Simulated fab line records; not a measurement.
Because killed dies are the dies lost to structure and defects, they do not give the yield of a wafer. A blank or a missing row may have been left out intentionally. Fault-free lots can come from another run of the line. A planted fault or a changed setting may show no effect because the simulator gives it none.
Matching of chambers | flow nandHarc | 3 sister chambers for NHARC_P_GATE_DEP_103 on pecvd-03
The step deposits SiON, target thk 30 nm. 3 wafers are shown with their chamber, then 7 later ones without.

## WAFERS PAIRED WITH THEIR CHAMBERS
wafer  | chamber | heaterPowerW (W)
L942.3 | 1       | 891
L943.1 | 2       | 671
L943.2 | 0       | 670

## WAFERS WHOSE CHAMBER IS MISSING
wafer  | heaterPowerW (W)
L943.6 | 849
L944.2 | 784
L944.5 | 788
L944.6 | 865
L953.3 | 809
L953.4 | 678
L953.5 | 759

## WHICH CHAMBER EACH ONE RAN IN
wafer  | from the rows above          | in truth
L943.6 | can't be placed: 1 or 2 or 0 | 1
L944.2 | can't be placed: 1 or 2 or 0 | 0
L944.5 | can't be placed: 1 or 2 or 0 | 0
L944.6 | 1                            | 1
L953.3 | can't be placed: 1 or 2 or 0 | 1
L953.4 | can't be placed: 2 or 0      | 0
L953.5 | can't be placed: 2 or 0 or 1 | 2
Placed correctly: 1 of 7. Unplaceable from these rows: 6, with the true chamber sitting among the candidates in 6. Placed wrongly: 0.
How it was worked out, from the rows above alone: a wafer's distance from a chamber is the root of the sum, over the readings, of the square of ((its reading less the chamber's mean) divided by the reading's scatter). The wafer belongs to the nearest chamber; if the next one is less than 2 further off, it can't be placed. The mean given for a chamber averages the wafers shown for that chamber. The scatter: with one shown wafer a chamber, the root of the mean of the squares of how far each hidden wafer lies from its nearest shown one.
